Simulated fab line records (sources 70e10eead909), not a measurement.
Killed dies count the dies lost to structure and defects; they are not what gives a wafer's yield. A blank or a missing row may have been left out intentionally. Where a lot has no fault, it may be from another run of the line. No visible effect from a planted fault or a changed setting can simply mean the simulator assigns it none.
fab line records	flow nand_harc
[record] lots = 13	wafers = 39	last_day = 33
route steps=1302 shown P_ZERO_WELL@17 P_STI@84
lots with no fault: from the same line, run without faults
start_h: hours from the record's first day to the start of the lot's first wafer shown	wait_h: how many hours have passed since the lot's step before this one	" identical to the entry in the row above	L1.1+2: several wafers, shown together as one row	- no value, or no start was given	* or withheld: withheld	< > ~ a bound
route shown NAME@n: NAME is a module with steps in the file, n the number in the route of the first one	usual: mean and standard deviation over wafers with no fault	same: alike in all rows	chamber/n: place in a boat	sites: readings site by site	_std_site: the standard deviation of these	_edge_site: inner sites' mean taken away from outer sites' mean	radius_mm: how far each site lies from the wafer's centre	mask NAME#n: copy n	behind: the tool/chamber that last shaped the wafer	hold: cause of the lot's hold/its duration in hours/its outcome	device: the n, p or np transistor that did not switch	end of line: the tests these same wafers got at the end of their route	a step without rows: its recipe alone	killed: at the first sort, the dies lost to defects and structure; wafer yield is something else	map: per-die view of a wafer (x killed, . not killed, _ where there is no die)
set.NAME: the setting the step ran with; set.NAME@STEP: the setting that earlier step ran with	model.NAME: the simulator's own value behind a step, which no gauge read
steps of the route over a sample of lots; a table a step, a row a wafer
services: when a tool's chamber went out of use (start_h, in hours from the record's first day, below 0 if earlier), for how many hours, and the reason
[[steps]]
[step NHARC_P_ZERO_WELL_ETCH_65]
[recipe] target_depth_a = 800	overetch_a = 240	time_s = 87.88	ion_energy_ev = 200	n2_flow_sccm = 150	h2_flow_sccm = 150	ar_flow_sccm = 0	rf_w = 400	bias_w = 150	chemistry = N2/H2
[usual] drypump_motor_current_A = 5.7/0.46	oes_product_au = 1.000/0.0067	rf_vpp_V = 429.6/2.6	showerhead_plenum_p_Torr = 2.00/0.09	throttle_valve_pct = 14.171/0.0087
lot.wafer	tool	chamber	start_h	wait_h	drypump_motor_current_A	oes_product_au	rf_hours_counter_h	rf_vpp_V	showerhead_plenum_p_Torr	throttle_valve_pct
L836.2	rie_diel-08	2	41.48	0.1	6.3	1.003	6	432.2	2.08	14.170
L836.3	"	0	"	"	4.8	1.000	6	427.7	1.89	14.181
L836.6	"	3	"	"	5.9	1.006	-	430.0	1.96	14.164
L837.4	rie_diel-08	1	51.49	0.1	5.7	0.989	7	426.9	1.94	14.170
L837.2	"	2	"	"	6.3	1.012	8	432.4	2.08	14.163
L837.5	"	1	"	"	5.7	0.998	-	427.1	1.94	14.165
L838.1	rie_diel-11	1	61.49	0.1	5.4	0.984	50	435.6	2.14	14.176
L838.3	"	3	"	"	5.4	1.010	51	429.7	1.96	14.163
L838.6	"	1	"	"	5.4	1.000	-	431.5	2.14	14.169
L839.4	rie_diel-11	0	71.49	0.1	5.5	0.988	50	430.3	2.04	14.166
L839.1	"	1	"	"	5.4	0.996	52	431.5	2.14	14.174
L839.5	"	0	"	"	5.6	0.991	-	430.0	2.04	14.169
L842.1	rie_diel-08	1	101.37	0.1	5.7	1.005	25	427.7	1.93	14.165
L842.3	"	2	"	"	6.3	1.002	27	430.9	2.08	14.183
L842.5	"	0	"	"	4.9	0.992	-	425.7	1.88	14.175
L843.3	rie_diel-12	3	111.36	0.1	6.2	0.998	2	430.9	2.02	14.170
L843.6	"	2	"	"	6.3	1.000	-	427.5	1.96	14.172
L843.5	"	3	"	"	6.2	0.998	-	429.9	2.02	14.166
L845.4	rie_diel-11	0	131.48	0.1	5.6	0.995	13	430.4	2.03	14.163
L845.2	"	1	"	"	5.4	1.004	18	434.0	2.13	14.161
L845.5	"	0	"	"	5.6	0.998	-	430.6	2.03	14.179
L846.3	rie_diel-11	0	141.45	0.1	5.6	0.997	-	430.8	2.03	14.175
L846.5	"	1	"	"	5.4	1.005	-	433.0	2.13	14.184
L846.6	"	0	"	"	5.6	0.986	-	431.8	2.03	14.161
L851.2	rie_diel-11	2	191.50	0.1	6.4	0.996	41	427.0	1.90	14.190
L851.4	"	3	"	"	5.4	1.005	36	427.5	1.94	14.174
L851.5	"	0	"	"	5.6	0.991	-	428.9	2.02	14.174
L852.3	rie_diel-12	2	201.47	0.1	6.3	1.009	23	427.1	1.96	14.155
L852.1	"	0	"	"	5.7	0.999	20	432.9	2.15	14.167
L852.5	"	3	"	"	6.3	1.009	-	429.8	2.02	14.174
L854.1	rie_diel-12	3	221.36	0.1	6.2	0.994	28	429.4	2.01	14.177
L854.2	"	0	"	"	5.7	0.992	28	434.4	2.14	14.172
L854.3	"	1	"	"	5.4	0.998	28	425.4	1.89	14.182
L855.1	rie_diel-11	0	231.48	0.1	5.5	0.994	49	430.2	2.02	14.170
L855.4	"	1	"	"	5.4	1.005	40	433.4	2.12	14.180
L855.3	"	3	"	"	5.4	1.006	45	427.6	1.94	14.171
L857.3	rie_diel-08	0	251.59	0.1	4.9	1.002	13	433.3	2.21	14.184
L857.4	"	1	"	"	5.7	0.995	18	425.7	1.91	14.191
L857.1	"	2	"	"	6.3	1.012	17	430.8	2.06	14.178
[step NHARC_P_ZERO_WELL_ETCH_63]
[recipe] target_depth_a = 1200	time_s = 40.1	hbr_flow_sccm = 150	cl2_flow_sccm = 50	rf_w = 400	icp_w = 400	bias_w = 100	chemistry = HBr/Cl2
[usual] drypump_motor_current_A = 5.9/0.45	oes_product_au = 1.000/0.0082	throttle_valve_pct = 26.406/0.0081
lot.wafer	tool	chamber	start_h	wait_h	drypump_motor_current_A	oes_product_au	rf_hours_counter_h	throttle_valve_pct
L836.2	rie_si-04	3	41.65	-	5.7	1.014	0.21	26.402
L836.3	"	1	"	"	5.8	1.013	0.15	26.407
L836.6	"	3	"	"	5.7	1.004	-	26.408
L837.2	rie_si-02	2	51.67	-	6.0	1.010	0.62	26.406
L837.4	"	3	"	"	5.7	0.995	0.74	26.399
L837.5	"	1	"	"	5.7	1.001	-	26.411
L838.1	rie_si-06	1	61.69	-	6.5	0.996	0.96	26.405
L838.3	"	0	"	"	5.5	1.007	0.96	26.405
L838.6	"	2	"	"	5.4	1.005	-	26.416
L839.1	rie_si-04	2	71.67	-	6.2	1.009	0.36	26.402
L839.4	"	1	"	"	5.8	1.007	0.26	26.411
L839.5	"	2	"	"	6.2	1.009	-	26.417
L842.3	rie_si-04	0	101.55	-	6.7	1.000	0.63	26.401
L842.1	"	1	"	"	5.8	1.009	0.49	26.402
L842.5	"	3	"	"	5.7	1.001	-	26.406
L843.3	rie_si-02	2	111.53	-	6.0	1.003	0.00	26.401
L843.5	"	2	"	"	6.0	1.003	-	26.411
L843.6	"	3	"	"	5.7	0.994	-	26.416
L845.4	rie_si-06	3	131.65	-	5.0	0.994	0.46	26.393
L845.2	"	0	"	"	5.5	1.000	0.46	26.412
L845.5	"	3	"	"	5.0	0.997	-	26.406
L846.3	rie_si-06	0	141.85	-	5.5	0.997	0.59	26.418
L846.5	"	3	"	"	5.0	0.994	-	26.404
L846.6	"	0	"	"	5.5	0.990	-	26.395
L851.4	rie_si-02	2	191.68	-	6.0	1.004	0.42	26.409
L851.2	"	3	"	"	5.7	0.996	0.33	26.398
L851.5	"	1	"	"	5.7	0.995	-	26.398
L852.1	rie_si-02	2	201.66	-	6.1	1.217	0.46	26.414
L852.3	"	3	"	"	5.7	1.198	0.39	26.393
L852.5	"	1	"	"	5.6	1.208	-	26.409
L854.3	rie_si-02	2	221.56	-	6.1	1.222	0.58	26.405
L854.2	"	3	"	"	5.7	1.205	0.50	26.403
L854.1	"	0	"	"	5.7	1.196	0.53	26.404
L855.3	rie_si-02	1	231.66	-	5.7	1.199	0.71	26.412
L855.4	"	2	"	"	6.1	1.214	0.70	26.398
L855.1	"	3	"	"	5.7	1.194	0.64	26.403
L857.1	rie_si-04	0	251.96	-	6.7	1.001	0.40	26.407
L857.4	"	1	"	"	5.8	1.005	0.47	26.406
L857.3	"	3	"	"	5.7	0.993	0.42	26.402
[step NHARC_P_STI_OVL_MEAS_10]
[usual] overlay_x_nm = 1/6	overlay_y_nm = -1/5.3
lot.wafer	tool	chamber	start_h	wait_h	overlay_x_nm	overlay_y_nm
L836.2	overlay-01	-	64.66	-	-3	-3
L836.3	"	-	"	"	-4	-3
L836.6	"	-	"	"	-4	-3
L837.2	overlay-01	-	73.59	-	-5	4
L837.4	"	-	"	"	-5	4
L837.5	"	-	"	"	-6	5
L838.1	overlay-01	-	85.79	-	-5	-5
L838.3	"	-	"	"	-6	-5
L838.6	"	-	"	"	-6	-5
L839.1	overlay-02	-	94.25	-	-5	-6
L839.4	"	-	"	"	-5	-5
L839.5	"	-	"	"	-5	-5
L842.1	overlay-02	-	125.94	-	6	0
L842.3	"	-	"	"	5	0
L842.5	"	-	"	"	5	0
L843.3	overlay-02	-	134.12	-	7	5
L843.5	"	-	"	"	8	4
L843.6	"	-	"	"	7	4
L845.2	overlay-02	-	154.20	-	-4	5
L845.4	"	-	"	"	-4	5
L845.5	"	-	"	"	-4	4
L846.3	overlay-02	-	168.81	-	7	3
L846.5	"	-	"	"	7	3
L846.6	"	-	"	"	7	3
L851.2	overlay-01	-	212.31	-	0	5
L851.4	"	-	"	"	0	4
L851.5	"	-	"	"	0	5
L852.1	overlay-02	-	222.52	-	-10	-5
L852.3	"	-	"	"	-10	-6
L852.5	"	-	"	"	-11	-6
L854.1	overlay-02	-	243.29	-	7	5
L854.2	"	-	"	"	6	4
L854.3	"	-	"	"	7	4
L855.1	overlay-01	-	253.47	-	9	-8
L855.3	"	-	"	"	9	-8
L855.4	"	-	"	"	9	-8
L857.1	overlay-02	-	276.03	-	9	0
L857.3	"	-	"	"	10	-1
L857.4	"	-	"	"	9	-1
[step NHARC_P_STI_INSPECT_11]
[usual] raw_defect_count = 5.2/2.5
lot.wafer	tool	chamber	start_h	wait_h	raw_defect_count
L836.2	defect_inspect-02	-	64.69	0.0	7
L836.3	"	-	"	"	4
L836.6	"	-	"	"	6
L837.2	defect_inspect-01	-	73.62	0.0	5
L837.4	"	-	"	"	1
L837.5	"	-	"	"	4
L838.1	defect_inspect-01	-	85.83	0.0	5
L838.3	"	-	"	"	7
L838.6	"	-	"	"	6
L839.1	defect_inspect-02	-	94.29	0.0	3
L839.4	"	-	"	"	5
L839.5	"	-	"	"	3
L842.1	defect_inspect-02	-	125.98	0.0	8
L842.3	"	-	"	"	5
L842.5	"	-	"	"	7
L843.3	defect_inspect-01	-	134.15	0.0	7
L843.5	"	-	"	"	8
L843.6	"	-	"	"	12
L845.2	defect_inspect-02	-	154.24	0.0	4
L845.4	"	-	"	"	4
L845.5	"	-	"	"	4
L846.3	defect_inspect-02	-	168.85	0.0	7
L846.5	"	-	"	"	9
L846.6	"	-	"	"	4
L851.2	defect_inspect-02	-	212.34	0.0	8
L851.4	"	-	"	"	7
L851.5	"	-	"	"	6
L852.1	defect_inspect-02	-	222.56	0.0	6
L852.3	"	-	"	"	4
L852.5	"	-	"	"	6
L854.1	defect_inspect-02	-	243.33	0.0	6
L854.2	"	-	"	"	8
L854.3	"	-	"	"	5
L855.1	defect_inspect-02	-	253.50	0.0	8
L855.3	"	-	"	"	3
L855.4	"	-	"	"	4
L857.1	defect_inspect-01	-	276.06	0.0	9
L857.3	"	-	"	"	8
L857.4	"	-	"	"	6
[[services]]
tool	chamber	start_h	hours	kind
rie_diel-11	0	33.85	-	clean
rie_si-02	-	36.29	0.3	repair
rie_si-02	1	67.29	13.8	repair
rie_si-06	-	72.00	9.0	pm
rie_diel-11	-	80.31	9.0	pm
rie_si-06	3	84.09	5.6	repair
rie_si-02	-	93.04	3.8	repair
rie_diel-12	-	95.09	9.0	pm
rie_si-02	-	100.00	9.0	pm
rie_diel-12	-	113.99	11.1	repair
rie_diel-08	0	126.90	15.9	repair
rie_si-06	2	137.17	7.0	repair
rie_diel-12	-	138.53	9.9	repair
rie_diel-11	2	140.41	1.6	repair
rie_diel-11	2	148.81	9.2	repair
rie_diel-11	1	156.05	28.9	repair
rie_si-04	-	165.00	9.0	pm
rie_diel-08	0	171.81	4.1	repair
rie_diel-08	-	193.42	9.0	pm
rie_diel-08	-	203.79	0.5	repair
rie_diel-08	3	222.92	3.5	repair
rie_diel-12	3	224.85	15.8	repair
rie_diel-08	0	227.95	4.6	repair
rie_si-06	-	249.00	9.0	pm
[[key]]
[first_sign] step = NHARC_P_ZERO_WELL_ETCH_63	reading = oes_product_au	direction = up	sigmas = 25	usual = 1.000	struck = 1.206
effect none on later readings
met_at NHARC_P_ZERO_WELL_ETCH_63
struck_lots L852,L854,L855
tester_left_out L852,L854,L855
not_acting_at NHARC_P_ZERO_WELL_ETCH_65,NHARC_P_STI_OVL_MEAS_10,NHARC_P_STI_INSPECT_11
onset_between 191.68 201.66
[fault] kind = process_parameter_drift	tool = rie_si-02	chamber = -	onset_h = 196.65	steps = NHARC_P_ZERO_WELL_ETCH_63	channel = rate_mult	offset = 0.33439	shape = step	end_h = 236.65
// tester_left_out: of these lots the tester's yield and bins aren't shown, on N5 and GAA mostly nor the transistor test; their killed dies are dies lost to structure and defects alone, not to doping, threshold or leakage, so they don't give the yield
